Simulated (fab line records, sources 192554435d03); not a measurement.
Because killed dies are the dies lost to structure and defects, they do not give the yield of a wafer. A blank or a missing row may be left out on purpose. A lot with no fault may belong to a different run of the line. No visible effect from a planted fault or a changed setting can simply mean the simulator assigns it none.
fab line records	flow n5_finfet
[record] lots = 10	wafers = 29	last_day = 17
route steps=1938 shown BEOL_M2@919 BEOL_M3@934 BEOL_M4@1111 PASSIVATION@1936
lots that met no fault: from a run of the same line without faults
start_h: start of the lot's first displayed wafer, in hours after the record's first day	wait_h: hours elapsed since this lot's preceding step	" the same as in the row above	L1.1+2: several wafers, shown together as one row	- no value, or no start was given	* or withheld: withheld	< > ~ a bound
route shown NAME@n: a module of which the file shows steps, and the number in the route of the first	usual: mean/standard deviation taken from wafers without a fault	same: alike in all rows	chamber/n: place in a boat	sites: per-site readings	_std_site: the standard deviation of these	_edge_site: outer sites' mean less inner sites'	radius_mm: for every site, how far away it sits from the centre of the wafer	mask NAME#n: copy n	behind: the most recent tool/chamber to have shaped the wafer	hold: the reason the lot was held/the length of the hold in hours/how it ended	device: whichever transistor did not switch (one of n, p or np)	end of line: the same wafers' tests at the end of the route	a step without rows: its recipe alone	killed: count of dies lost to structure and defects at first sort (not the wafer's yield)	map: per-die view of a wafer (x killed, . not killed, _ where there is no die)
set.NAME: setting as actually run; set.NAME@STEP: the setting as run at that earlier step	model.NAME: the simulator's own value behind a step, which no gauge read
a sample of lots followed through the steps of the route, with each step as a table and each wafer as a row
services: from which hour (start_h, from the record's first day; less than 0 if before it) a tool's chamber was out of use, for how many hours, and why
[[steps]]
[step N5_BEOL_M2_ANNEAL_95]
[recipe] temp_c = 400	time_s = 240	ambient = vacuum
[usual] heater_power_w = 845/71	susceptor_temp_C_max = 400.9/0.32
lot.wafer	tool	chamber	start_h	wait_h	heater_power_w	susceptor_temp_C_max
L878.2	pvd_sputter-01	-	155.06	0.0	789	400.7
L878.3	"	-	"	"	799	401.5
L878.4	"	-	"	"	766	400.3
L881.1	pvd_sputter-03	-	171.03	0.0	821	400.7
L881.3	"	-	"	"	892	400.9
L881.6	"	-	"	"	805	401.0
L882.3	pvd_sputter-01	-	174.24	0.0	857	401.2
L882.4	"	-	"	"	861	401.1
L882.5	"	-	"	"	770	400.7
L883.2	pvd_sputter-03	-	183.99	0.0	916	401.3
L883.3	"	-	"	"	817	401.4
L883.5	"	-	"	"	830	401.0
L884.3	pvd_sputter-02	-	192.24	0.0	820	401.0
L884.4	"	-	"	"	881	401.0
L884.5	"	-	"	"	1034	400.8
L886.2	pvd_sputter-01	-	200.15	0.0	836	400.9
L886.3	"	-	"	"	830	401.0
L886.6	"	-	"	"	788	400.6
L889.1	pvd_sputter-02	-	224.97	0.0	1063	400.8
L889.5	"	-	"	"	810	400.9
L889.6	"	-	"	"	902	401.1
L894.1	pvd_sputter-03	-	251.12	0.0	821	400.9
L894.3	"	-	"	"	831	401.0
L895.3	pvd_sputter-02	-	252.30	0.0	894	400.8
L895.4	"	-	"	"	838	400.7
L895.6	"	-	"	"	858	401.0
L897.2	pvd_sputter-01	-	264.02	0.0	846	400.4
L897.3	"	-	"	"	782	400.5
L897.4	"	-	"	"	823	401.3
[step N5_BEOL_M2_DEP_57]
[recipe] material = SiCN	target_thk_a = 80	temp_c = withheld	precursor = 3MS/NH3	pressure_torr = 3	rf_w = 202	time_s = 14
[usual] showerhead_plenum_p_Torr = 3.672/0.018	throttle_valve_pct = 8.9/0.51
lot.wafer	tool	chamber	start_h	wait_h	showerhead_plenum_p_Torr	throttle_valve_pct
L878.2	pecvd-03	0	156.19	0.0	3.686	8.7
L878.3	"	1	"	"	3.673	8.9
L878.4	"	2	"	"	3.681	8.8
L881.1	pecvd-03	1	172.15	0.0	3.682	8.6
L881.3	"	2	"	"	3.693	8.8
L881.6	"	2	"	"	3.687	8.9
L882.3	pecvd-01	2	175.61	0.0	3.702	8.5
L882.4	"	1	"	"	3.678	10.5
L882.5	"	2	"	"	3.703	8.4
L883.2	pecvd-03	1	185.12	0.0	3.673	8.7
L883.3	"	0	"	"	3.680	8.9
L883.5	"	2	"	"	3.685	8.8
L884.3	pecvd-03	1	193.36	0.0	3.662	8.9
L884.4	"	0	"	"	3.687	8.6
L884.5	"	1	"	"	3.682	8.5
L886.2	pecvd-03	0	201.27	0.0	3.685	8.7
L886.3	"	1	"	"	3.683	8.6
L886.6	"	2	"	"	3.694	8.9
L889.1	pecvd-02	1	226.09	0.0	3.641	8.9
L889.5	"	2	"	"	3.652	9.2
L889.6	"	1	"	"	3.647	8.8
L894.1	pecvd-02	0	252.25	0.0	3.641	8.9
L894.3	"	1	"	"	3.653	8.7
L895.3	pecvd-01	1	253.45	0.0	3.682	10.2
L895.4	"	2	"	"	3.705	8.6
L895.6	"	0	"	"	3.662	9.2
L897.2	pecvd-01	1	265.23	0.0	3.675	10.3
L897.3	"	0	"	"	3.673	9.0
L897.4	"	1	"	"	3.675	10.6
[step N5_BEOL_M3_HM_DEP_02]
[recipe] material = TiN	target_thk_a = 200	temp_c = 25	chamber_pressure_pa = 0.49996
[usual] throttle_valve_pct = 30.1/1.1
lot.wafer	tool	chamber	start_h	wait_h	throttle_valve_pct
L878.2	pvd_sputter-02	-	157.39	0.9	27.7
L878.3	"	-	"	"	31.1
L878.4	"	-	"	"	29.8
L881.1	pvd_sputter-02	-	174.53	2.1	31.1
L881.3	"	-	"	"	31.4
L881.6	"	-	"	"	29.5
L882.3	pvd_sputter-02	-	176.18	0.3	31.4
L882.4	"	-	"	"	31.1
L882.5	"	-	"	"	31.3
L883.2	pvd_sputter-03	-	185.63	0.3	29.6
L883.3	"	-	"	"	30.6
L883.5	"	-	"	"	30.1
L884.3	pvd_sputter-02	-	194.64	1.0	31.1
L884.4	"	-	"	"	27.4
L884.5	"	-	"	"	29.8
L886.2	pvd_sputter-01	-	201.91	0.4	30.6
L886.3	"	-	"	"	30.1
L886.6	"	-	"	"	29.7
L889.1	pvd_sputter-03	-	227.71	1.4	29.8
L889.5	"	-	"	"	29.9
L889.6	"	-	"	"	31.2
L894.1	pvd_sputter-01	-	252.78	0.2	31.0
L894.3	"	-	"	"	30.0
L895.3	pvd_sputter-03	-	255.74	2.0	29.8
L895.4	"	-	"	"	29.9
L895.6	"	-	"	"	30.8
L897.2	pvd_sputter-02	-	265.94	0.5	30.1
L897.3	"	-	"	"	31.2
L897.4	"	-	"	"	31.0
[step N5_BEOL_M3_EXPOSE_08]
[recipe] mask_id = M3	na = 0.33	source_shape = dipole	sigma_inner = 0.369	sigma_outer = 0.767	polarization = unpolarized	dose_mj = 33
[usual] exposure_dose_mJ_cm2 = 32.89/0.042
[same] na = 0.33
lot.wafer	tool	chamber	start_h	wait_h	mask	exposure_dose_mJ_cm2
L878.2	euv_scanner-02	0	157.66	-	M3#0	32.92
L878.3	"	0	"	"	M3#0	32.88
L878.4	"	0	"	"	M3#0	32.95
L881.1	euv_scanner-01	0	174.79	-	M3#0	32.93
L881.3	"	0	"	"	M3#0	32.91
L881.6	"	0	"	"	M3#0	32.93
L882.3	euv_scanner-01	0	176.46	-	M3#0	30.18
L882.4	"	0	"	"	M3#0	30.19
L882.5	"	0	"	"	M3#0	30.24
L883.2	euv_scanner-01	0	185.90	-	M3#0	30.74
L883.3	"	0	"	"	M3#0	30.74
L883.5	"	0	"	"	M3#0	30.72
L884.3	euv_scanner-02	0	195.04	-	M3#0	32.86
L884.4	"	0	"	"	M3#0	32.90
L884.5	"	0	"	"	M3#0	32.87
L886.2	euv_scanner-02	0	202.18	-	M3#0	32.89
L886.3	"	0	"	"	M3#0	32.93
L886.6	"	0	"	"	M3#0	32.90
L889.1	euv_scanner-02	0	228.10	-	M3#0	32.92
L889.5	"	0	"	"	M3#0	32.93
L889.6	"	0	"	"	M3#0	32.91
L894.1	euv_scanner-02	0	253.17	-	M3#0	32.90
L894.3	"	0	"	"	M3#0	32.90
L895.3	euv_scanner-02	0	256.01	-	M3#0	32.90
L895.4	"	0	"	"	M3#0	32.89
L895.6	"	0	"	"	M3#0	32.91
L897.2	euv_scanner-02	0	266.34	-	M3#0	32.86
L897.3	"	0	"	"	M3#0	32.90
L897.4	"	0	"	"	M3#0	32.88
[step N5_BEOL_M3_CD_MEAS_11]
[recipe] target_cd_nm = 17.05	landing_energy_ev = 500	detector = se_inlens	polarity = opening
[usual] cd_nm = 17.09/0.22
lot.wafer	tool	chamber	start_h	wait_h	cd_nm
L878.2	cd_sem-01	0	157.78	-	17.17
L878.3	"	0	"	"	17.43
L878.4	"	0	"	"	16.91
L881.1	cd_sem-03	0	174.92	-	16.97
L881.3	"	0	"	"	16.91
L881.6	"	0	"	"	17.15
L882.3	cd_sem-03	0	176.58	-	15.20
L882.4	"	0	"	"	15.65
L882.5	"	0	"	"	15.46
L883.2	cd_sem-03	0	186.03	-	15.84
L883.3	"	0	"	"	15.79
L883.5	"	0	"	"	15.96
L884.3	cd_sem-02	0	195.16	-	16.79
L884.4	"	0	"	"	16.89
L884.5	"	0	"	"	17.04
L886.2	cd_sem-02	0	202.30	-	16.95
L886.3	"	0	"	"	17.36
L886.6	"	0	"	"	16.97
L889.1	cd_sem-03	0	228.23	-	17.03
L889.5	"	0	"	"	17.15
L889.6	"	0	"	"	17.07
L894.1	cd_sem-02	0	253.30	-	17.01
L894.3	"	0	"	"	17.16
L895.3	cd_sem-01	0	256.13	-	16.63
L895.4	"	0	"	"	17.40
L895.6	"	0	"	"	16.99
L897.2	cd_sem-03	0	266.46	-	16.86
L897.3	"	0	"	"	17.27
L897.4	"	0	"	"	17.20
[step N5_BEOL_M3_CD_MEAS_18]
[recipe] pitch_nm = 36	target_cd_nm = 18
[usual] cd_nm = 17.9/0.3
lot.wafer	tool	chamber	start_h	wait_h	cd_nm
L878.2	cd_sem-02	-	158.33	0.1	17.8
L878.3	"	-	"	"	17.7
L878.4	"	-	"	"	17.4
L881.1	cd_sem-02	-	175.47	0.0	17.8
L881.3	"	-	"	"	18.3
L881.6	"	-	"	"	18.1
L882.3	cd_sem-02	-	177.13	0.1	16.4
L882.4	"	-	"	"	16.6
L882.5	"	-	"	"	16.3
L883.2	cd_sem-03	-	186.58	0.1	16.7
L883.3	"	-	"	"	16.9
L883.5	"	-	"	"	16.7
L884.3	cd_sem-03	-	195.71	0.1	17.3
L884.4	"	-	"	"	17.9
L884.5	"	-	"	"	17.9
L886.2	cd_sem-01	-	202.85	0.1	17.9
L886.3	"	-	"	"	18.2
L886.6	"	-	"	"	17.6
L889.1	cd_sem-01	-	228.80	0.0	17.4
L889.5	"	-	"	"	18.4
L889.6	"	-	"	"	17.5
L894.1	cd_sem-01	-	253.85	0.0	18.5
L894.3	"	-	"	"	18.4
L895.3	cd_sem-01	-	256.76	0.1	17.6
L895.4	"	-	"	"	17.8
L895.6	"	-	"	"	17.9
L897.2	cd_sem-02	-	267.02	0.1	18.2
L897.3	"	-	"	"	17.5
L897.4	"	-	"	"	17.8
[step N5_BEOL_M4_RC_MEAS_101]
[usual] DIBL_N = 35.9/1.7	DIBL_P = 36.0/2.2	IOFF_N = 0.16/0.031	IOFF_P = 0.21/0.039	ION_N = 678/13	ION_P = 464/8.8	SS_N = 71.5/0.61	SS_P = 73.2/0.68	VT_N = 249/3.3	VT_P = -250/3.8
lot.wafer	tool	chamber	start_h	wait_h	DIBL_N[mV/V]	DIBL_P[mV/V]	IOFF_N[nA/um]	IOFF_P[nA/um]	ION_N[uA/um]	ION_P[uA/um]	SS_N[mV/dec]	SS_P[mV/dec]	VT_N[mV]	VT_P[mV]
L878.2	prober-01	0	178.07	0.2	37.3	35.9	0.17	0.20	686	466	71.5	74.4	247	-252
L878.3	"	0	"	"	33.9	31.8	0.12	0.15	675	462	70.2	72.8	250	-253
L878.4	"	0	"	"	34.0	30.5	0.12	0.14	663	451	71.4	72.5	251	-256
L881.1	prober-02	0	195.36	0.0	35.2	35.9	0.15	0.19	670	463	70.7	72.6	247	-254
L881.3	"	0	"	"	35.0	35.4	0.14	0.18	681	463	71.9	72.4	248	-254
L881.6	"	0	"	"	36.0	36.1	0.15	0.19	679	463	71.8	73.2	250	-250
L884.3	prober-01	0	217.54	0.3	38.3	38.9	0.19	0.23	684	459	71.8	74.7	250	-252
L884.4	"	0	"	"	39.5	39.3	0.22	0.24	681	459	72.5	74.4	247	-253
L884.5	"	0	"	"	38.3	38.3	0.18	0.22	672	453	71.8	73.9	249	-253
L886.2	prober-01	0	226.65	0.2	34.1	34.7	0.13	0.17	665	454	71.1	72.4	252	-252
L886.3	"	0	"	"	36.3	36.6	0.16	0.19	679	457	71.4	72.9	248	-251
L886.6	"	0	"	"	34.5	34.4	0.13	0.16	664	451	71.0	72.5	251	-254
L889.1	prober-02	0	250.16	0.0	34.5	35.4	0.15	0.22	668	462	70.2	73.0	250	-247
L889.5	"	0	"	"	34.2	35.6	0.15	0.23	682	470	71.2	72.5	249	-244
L889.6	"	0	"	"	35.3	35.0	0.14	0.21	659	455	71.0	73.0	253	-251
L894.1	prober-01	0	272.00	0.0	33.5	31.6	0.12	0.15	665	452	70.6	72.5	253	-253
L894.3	"	0	"	"	35.2	34.2	0.14	0.18	675	460	70.9	73.2	249	-250
L895.3	prober-02	0	281.73	0.3	35.3	33.9	0.13	0.17	651	447	71.1	72.2	255	-254
L895.4	"	0	"	"	36.2	35.6	0.14	0.19	677	465	71.7	73.0	252	-251
L895.6	"	0	"	"	34.4	33.5	0.12	0.16	655	452	71.4	72.7	255	-252
L897.2	prober-02	0	294.82	0.2	37.5	37.3	0.19	0.28	692	472	72.1	74.0	246	-244
L897.3	"	0	"	"	34.6	33.9	0.14	0.22	679	477	70.7	72.9	251	-246
L897.4	"	0	"	"	35.9	35.3	0.16	0.23	678	470	71.8	72.9	248	-247
[step N5_PASSIVATION_PROBE_49]
[usual] defect_limited_yield = 90.9/1.5	killed_at_M0_to_M3 = 36/10	killed_at_M4_up = 13/5.5	killed_at_contacts = 12/5.6	killed_at_front_end = 42/12	killed_at_other = 4/3.2	killed_dies = 108/18	killed_on_rim = 15/4.1	killed_open = 71/13	killed_short = 34/7.8	sort_bin_5_function = 5.4/1	sort_bin_6_memory = 3.4/0.68	sort_bin_8_speed = 0.00/0.0071	sort_n_pass = 1072/18	sort_yield_pct = 90.9/1.5
[same] gross_dies = 1180	killed_at_back_side = 0	sort_bin_4_leakage[%] = 0
lot.wafer	tool	chamber	start_h	wait_h	defect_limited_yield[%]	killed_at_M0_to_M3	killed_at_M4_up	killed_at_contacts	killed_at_front_end	killed_at_other	killed_dies	killed_on_rim	killed_open	killed_short	sort_bin_5_function[%]	sort_bin_6_memory[%]	sort_bin_8_speed[%]	sort_n_pass	sort_yield_pct[%]
L878.2	prober-01	-	271.75	0.1	89.2	43	13	14	53	4	127	17	95	32	6.5	3.9	0	1053	89.2
L878.3	prober-01	-	271.80	0.1	90.1	44	12	14	47	0	117	13	77	40	5.3	4.2	0	1063	90.1
L878.4	prober-01	-	271.85	0.2	91.5	35	17	6	39	3	100	15	69	31	5.6	2.7	0	1080	91.5
L881.1	prober-01	-	289.78	0.0	91.9	30	16	18	28	3	95	12	69	25	4.7	3.2	0	1085	91.9
L881.3	prober-01	-	289.88	0.1	89.5	56	1	5	58	4	124	20	77	39	6.4	3.0	0	1056	89.5
L881.6	prober-01	-	290.03	0.3	91.3	44	6	4	42	7	103	18	70	26	5.3	2.5	0	1077	91.3
L883.2	prober-01	-	313.49	0.1	35.0	680	28	13	46	0	767	99	79	41	40.3	19.7	0	413	35.0
L883.3	prober-01	-	313.54	0.1	35.0	674	23	17	52	1	767	105	94	44	41.9	19.0	0	413	35.0
L883.5	prober-01	-	313.64	0.2	35.7	699	18	12	30	0	759	100	62	30	39.3	19.8	0	421	35.7
L882.3	prober-01	-	315.97	0.1	0.6	1115	14	8	34	2	1173	152	60	25	72.1	4.5	0	7	0.6
L882.4	prober-01	-	316.02	0.2	0.3	1110	19	6	39	3	1177	152	69	23	70.7	5.6	0.08	3	0.3
L882.5	prober-01	-	316.07	0.2	0.3	1106	16	8	44	3	1177	152	65	29	71.1	5.2	0	3	0.3
L889.1	prober-01	-	355.14	0.0	93.1	25	12	11	29	4	81	12	46	35	4.4	2.1	0	1099	93.1
L889.5	prober-01	-	355.34	0.2	93.7	17	4	13	38	2	74	11	48	25	3.7	2.3	0	1106	93.7
L889.6	prober-01	-	355.39	0.3	91.9	22	9	23	38	4	96	13	60	35	4.3	3.3	0	1084	91.9
L895.3	prober-01	-	399.21	0.1	90.4	40	8	5	47	13	113	17	73	38	5.8	3.3	0	1067	90.4
L895.4	prober-01	-	399.26	0.2	92.6	38	11	7	24	7	87	8	56	27	4.3	2.9	0	1093	92.6
L895.6	prober-01	-	399.36	0.3	91.0	34	10	10	46	6	106	11	71	32	4.3	4.3	0	1074	91.0
L894.1	prober-01	-	400.90	0.0	92.2	28	17	5	35	7	92	17	61	28	4.7	2.9	0	1088	92.2
L894.3	prober-01	-	401.00	0.1	93.7	31	7	6	27	3	74	8	53	20	4.2	1.9	0	1106	93.7
L897.2	prober-01	-	410.77	0.1	90.8	33	17	16	42	1	109	10	72	32	4.7	3.9	0	1071	90.8
L897.3	prober-01	-	410.82	0.1	86.9	52	20	19	59	4	154	20	106	47	8.4	4.4	0	1026	86.9
L897.4	prober-01	-	410.87	0.2	91.1	30	12	26	37	0	105	16	74	30	4.8	4.0	0	1075	91.1
// killed by level:class
L878.2 STI_FIN_REVEAL:geometric_particle:open=30 MOL_CONTACT_COAG:geometric_particle:open=11 BEOL_M2:geometric_particle:open=10 GATE_CUT:geometric_particle:short=8 BEOL_M3:geometric_particle:open=8 BEOL_M4:geometric_particle:open=8 BEOL_M0_SAQP:geometric_particle:open=7 BEOL_M0_SAQP:geometric_particle:short=6
L878.3 BEOL_M0_SAQP:geometric_particle:open=13 FIN_SAQP:geometric_particle:open=12 MOL_CONTACT_COAG:geometric_particle:open=11 BEOL_M0_SAQP:geometric_particle:short=11 STI_FIN_REVEAL:geometric_particle:open=9 BEOL_M4:geometric_particle:open=9 BEOL_M3:geometric_particle:short=7 BEOL_M3:geometric_particle:open=6
L878.4 STI_FIN_REVEAL:geometric_particle:open=15 BEOL_M0_SAQP:geometric_particle:open=10 BEOL_M4:geometric_particle:open=9 BEOL_M3:geometric_particle:short=6 MOL_CONTACT_COAG:geometric_particle:open=6 DUMMY_GATE:geometric_particle:open=4 BEOL_M1:geometric_particle:short=4 BEOL_M2:geometric_particle:open=4
L881.1 MOL_CONTACT_COAG:geometric_particle:open=17 BEOL_M2:geometric_particle:open=7 FIN_SAQP:geometric_particle:open=6 BEOL_M0_SAQP:geometric_particle:short=6 BEOL_M0_SAQP:geometric_particle:open=6 BEOL_M1:geometric_particle:open=6 DUMMY_GATE:geometric_particle:open=4 STARTING-WAFER:geometric_particle:open=4
L881.3 FIN_SAQP:geometric_particle:open=19 BEOL_M2:geometric_particle:open=18 FIN_SAQP:geometric_particle:short=9 BEOL_M0_SAQP:geometric_particle:short=9 BEOL_M0_SAQP:geometric_particle:open=8 BEOL_M1:geometric_particle:open=8 HKMG_FIN:area_etch=8 STI_FIN_REVEAL:geometric_particle:open=4
L881.6 BEOL_M2:geometric_particle:open=13 FIN_SAQP:geometric_particle:open=9 STI_FIN_REVEAL:geometric_particle:open=9 BEOL_M0:geometric_particle:open=9 HKMG_FIN:area_etch=7 BEOL_M0_SAQP:geometric_particle:open=6 BEOL_M0_SAQP:geometric_particle:short=5 BEOL_M5:geometric_particle:open=4
L883.2 BEOL_M3:area_expose=644 STI_FIN_REVEAL:geometric_particle:open=16 BEOL_M4:geometric_particle:open=16 MOL_CONTACT_COAG:geometric_particle:open=10 BEOL_M0_SAQP:geometric_particle:short=9 BEOL_M0_SAQP:geometric_particle:open=6 BEOL_M1:geometric_particle:open=6 BEOL_M3:geometric_particle:open=6
L883.3 BEOL_M3:area_expose=628 BEOL_M0_SAQP:geometric_particle:short=16 MOL_CONTACT_COAG:geometric_particle:open=15 STI_FIN_REVEAL:geometric_particle:open=14 BEOL_M0_SAQP:geometric_particle:open=11 BEOL_M4:geometric_particle:open=9 GATE_CUT:geometric_particle:short=8 BEOL_M2:geometric_particle:open=7
L883.5 BEOL_M3:area_expose=660 BEOL_M0_SAQP:geometric_particle:short=12 MOL_CONTACT_COAG:geometric_particle:open=9 BEOL_M4:geometric_particle:open=9 BEOL_M0_SAQP:geometric_particle:open=8 BEOL_M2:geometric_particle:open=7 BEOL_M3:geometric_particle:open=6 HKMG_FIN:area_etch=6
L882.3 BEOL_M3:area_expose=1088 BEOL_M0_SAQP:geometric_particle:open=9 DUMMY_GATE:geometric_particle:open=8 BEOL_M0_SAQP:geometric_particle:short=7 FIN_SAQP:geometric_particle:open=6 MOL_CONTACT_COAG:geometric_particle:open=6 BEOL_M3:geometric_particle:open=5 BEOL_M2:geometric_particle:open=4
L882.4 BEOL_M3:area_expose=1081 BEOL_M4:geometric_particle:open=9 FIN_SAQP:geometric_particle:open=8 BEOL_M0_SAQP:geometric_particle:open=6 FIN_SAQP:geometric_particle:short=5 DUMMY_GATE:geometric_particle:open=5 GATE_CUT:geometric_particle:open=5 BEOL_M1:geometric_particle:open=5
L882.5 BEOL_M3:area_expose=1081 FIN_SAQP:geometric_particle:open=14 FIN_SAQP:geometric_particle:short=10 BEOL_M1:geometric_particle:open=9 MOL_CONTACT_COAG:geometric_particle:open=8 BEOL_M3:geometric_particle:open=8 DUMMY_GATE:geometric_particle:open=7 BEOL_M4:geometric_particle:open=6
L889.1 MOL_CONTACT_COAG:geometric_particle:open=9 FIN_SAQP:geometric_particle:open=7 BEOL_M1:geometric_particle:open=7 FIN_SAQP:geometric_particle:short=6 GATE_CUT:geometric_particle:short=5 BEOL_M2:geometric_particle:open=5 BEOL_M0_SAQP:geometric_particle:short=4 STARTING-WAFER:geometric_particle:short=4
L889.5 FIN_SAQP:geometric_particle:short=11 STI_FIN_REVEAL:geometric_particle:open=8 MOL_CONTACT_COAG:geometric_particle:open=8 FIN_SAQP:geometric_particle:open=6 DUMMY_GATE:geometric_particle:open=5 MOL_CONTACT_COAG:geometric_particle:short=5 BEOL_M1:geometric_particle:open=5 BEOL_M3:geometric_particle:open=5
L889.6 MOL_CONTACT_COAG:geometric_particle:open=17 GATE_CUT:geometric_particle:short=10 FIN_SAQP:geometric_particle:short=8 FIN_SAQP:geometric_particle:open=8 BEOL_M2:geometric_particle:open=8 MOL_CONTACT_COAG:geometric_particle:short=6 BEOL_M3:geometric_particle:open=4 DUMMY_GATE:geometric_particle:open=3
L895.3 FIN_SAQP:geometric_particle:short=14 FIN_SAQP:geometric_particle:open=11 BEOL_M0_SAQP:geometric_particle:short=11 BEOL_M2:geometric_particle:open=9 STI_FIN_REVEAL:geometric_particle:open=8 BEOL_M0_SAQP:geometric_particle:open=8 MIM_TOP_ETCH:geometric_particle:open=7 MOL_CONTACT_COAG:geometric_particle:open=5
L895.4 BEOL_M1:geometric_particle:open=11 BEOL_M0_SAQP:geometric_particle:short=9 MOL_CONTACT_COAG:geometric_particle:open=7 BEOL_M0_SAQP:geometric_particle:open=6 BEOL_M2:geometric_particle:open=6 STI_FIN_REVEAL:geometric_particle:open=5 BEOL_M5:geometric_particle:open=5 FIN_SAQP:geometric_particle:short=4
L895.6 STI_FIN_REVEAL:geometric_particle:open=11 MOL_CONTACT_COAG:geometric_particle:open=7 BEOL_M0_SAQP:geometric_particle:short=6 SPACER0:geometric_particle:open=6 BEOL_M3:geometric_particle:open=6 FIN_SAQP:geometric_particle:open=5 BEOL_M0_SAQP:geometric_particle:open=5 BEOL_M1:geometric_particle:open=5
L894.1 STI_FIN_REVEAL:geometric_particle:open=12 BEOL_M1:geometric_particle:open=11 BEOL_M3:geometric_particle:open=8 GATE_CUT:geometric_particle:short=6 BEOL_M4:geometric_particle:open=6 FIN_SAQP:geometric_particle:open=4 MOL_CONTACT_COAG:geometric_particle:open=4 FIN_SAQP:geometric_particle:short=3
L894.3 BEOL_M3:geometric_particle:open=11 STI_FIN_REVEAL:geometric_particle:open=6 MOL_CONTACT_COAG:geometric_particle:open=6 BEOL_M0_SAQP:geometric_particle:open=6 BEOL_M0_SAQP:geometric_particle:short=5 FIN_SAQP:geometric_particle:short=3 FIN_SAQP:geometric_particle:open=3 ILD0:geometric_particle:short=3
L897.2 MOL_CONTACT_COAG:geometric_particle:open=13 BEOL_M3:geometric_particle:open=10 FIN_SAQP:geometric_particle:open=9 STI_FIN_REVEAL:geometric_particle:open=8 BEOL_M5:geometric_particle:open=8 FIN_SAQP:geometric_particle:short=7 BEOL_M0_SAQP:geometric_particle:short=7 BEOL_M2:geometric_particle:open=6
L897.3 BEOL_M2:geometric_particle:open=19 FIN_SAQP:geometric_particle:open=18 FIN_SAQP:geometric_particle:short=16 MOL_CONTACT_COAG:geometric_particle:open=13 BEOL_M4:geometric_particle:open=9 BEOL_M0_SAQP:geometric_particle:open=9 DUMMY_GATE:geometric_particle:open=7 MOL_CONTACT_COAG:geometric_particle:short=6
L897.4 MOL_CONTACT_COAG:geometric_particle:open=21 FIN_SAQP:geometric_particle:open=10 BEOL_M2:geometric_particle:open=10 FIN_SAQP:geometric_particle:short=9 MOL_CONTACT_COAG:geometric_particle:short=5 BEOL_M4:geometric_particle:open=5 STI_FIN_REVEAL:geometric_particle:open=4 BEOL_M0_SAQP:geometric_particle:short=4
[[services]]
tool	chamber	start_h	hours	kind
pecvd-03	-	148.09	0.9	repair
euv_scanner-02	0	159.51	-	calibration
euv_scanner-01	-	160.54	1.0	pm
euv_scanner-02	-	173.92	1.0	pm
pecvd-02	-	184.99	27.0	repair
euv_scanner-01	-	193.78	12.0	pm
euv_scanner-02	-	205.78	4.6	pm
euv_scanner-01	-	216.69	1.0	pm
pecvd-03	1	218.40	5.5	scheduled_down
pecvd-03	0	224.32	5.5	scheduled_down
euv_scanner-02	-	230.07	1.0	pm
pecvd-02	2	231.85	5.5	scheduled_down
euv_scanner-01	0	243.09	-	calibration
euv_scanner-01	-	252.96	1.3	repair
[[key]]
[first_sign] step = N5_BEOL_M3_EXPOSE_08	reading = exposure_dose_mJ_cm2	direction = down	sigmas = 58	usual = 32.89	struck = 30.47
[effect] step = N5_BEOL_M3_CD_MEAS_11	reading = cd_nm	direction = down	sigmas = 6.6	usual = 17.09	struck = 15.65	through = control_loop
[effect] step = N5_BEOL_M3_CD_MEAS_18	reading = cd_nm	direction = down	sigmas = 4.4	usual = 17.9	struck = 16.6	through = control_loop
[effect] step = N5_PASSIVATION_PROBE_49	reading = killed_at_M0_to_M3	direction = up	sigmas = 86	usual = 36	struck = 897
[more_kills_born_at] N5_BEOL_M3_EXPOSE_08@euv_scanner-01 = 5182
met_at N5_BEOL_M3_EXPOSE_08
struck_lots L882,L883
later_rows_left_out L882.3,L882.4,L882.5,L883.2,L883.3,L883.5
[loop_trim] step = N5_BEOL_M3_EXPOSE_08	setting = dose	lots = L883
not_acting_at N5_BEOL_M2_ANNEAL_95,N5_BEOL_M2_DEP_57,N5_BEOL_M3_HM_DEP_02
onset_between 174.79 176.46
[fault] kind = process_parameter_drift	tool = euv_scanner-01	chamber = -	onset_h = 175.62	steps = N5_BEOL_M3_EXPOSE_08	channel = dose_mj	offset = -2.6532	shape = step	acts_in = these_recipes_only	stated = 33
// later_rows_left_out: the simulator's readings of these wafers behind a module that went badly wrong aren't trusted and aren't shown, but for the sort
// loop_trim: a control loop set the setting to another value than it would have without faults
